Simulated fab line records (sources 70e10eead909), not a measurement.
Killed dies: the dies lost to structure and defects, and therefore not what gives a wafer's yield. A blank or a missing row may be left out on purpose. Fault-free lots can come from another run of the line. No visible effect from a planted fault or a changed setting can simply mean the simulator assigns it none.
Chamber matching + flow nandHarc + NHARC_A_CHANNEL_HOLE_D1_DEP_01 on pecvd-02 has 3 sister chambers
The step deposits SiON, target thk 140 nm. 6 wafers are shown with their chamber, then 11 later ones without.

== WAFERS WITH THEIR CHAMBER ==
| wafer  | chamber | heaterPowerW (W) |
|--------|---------|------------------|
| L083.6 | 0       | 788              |
| L085.3 | 1       | 848              |
| L088.1 | 2       | 703              |
| L088.5 | 2       | 725              |
| L088.6 | 1       | 838              |
| L089.1 | 0       | 809              |

== WAFERS MISSING THEIR CHAMBER ==
| wafer  | heaterPowerW (W) |
|--------|------------------|
| L089.4 | 862              |
| L089.5 | 791              |
| L094.1 | 828              |
| L094.4 | 739              |
| L094.5 | 834              |
| L095.1 | 788              |
| L095.5 | 760              |
| L095.6 | 808              |
| L096.1 | 804              |
| L096.3 | 747              |
| L096.5 | 770              |

== WHICH CHAMBER EACH ONE RAN IN ==
| wafer  | from the rows above     | in truth                   |
|--------|-------------------------|----------------------------|
| L089.4 | 1                       | 1                          |
| L089.5 | 0                       | 0                          |
| L094.1 | can't be placed: 1 or 0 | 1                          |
| L094.4 | 2                       | 2                          |
| L094.5 | 1                       | 1                          |
| L095.1 | 0                       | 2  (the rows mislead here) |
| L095.5 | can't be placed: 0 or 2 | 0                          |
| L095.6 | can't be placed: 0 or 1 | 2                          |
| L096.1 | 0                       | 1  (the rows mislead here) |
| L096.3 | can't be placed: 2 or 0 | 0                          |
| L096.5 | 0                       | 0                          |
Correct placement for 5 of the 11. Cannot be placed on the basis of these rows: 4; the candidates contain the true chamber in 3. Placed wrongly: 2.
How it was worked out, from the rows above alone: a wafer's distance from a chamber is the root of the sum, over the readings, of the square of ((its reading less the chamber's mean) divided by the reading's scatter). The wafer belongs to the nearest chamber; if the next one is less than 2 further off, it can't be placed. For every chamber, the mean is computed from those of its wafers that are shown. The scatter: the root of (the sum of the squares of (reading less its chamber's mean) over the shown wafers, divided by (wafers less chambers)).
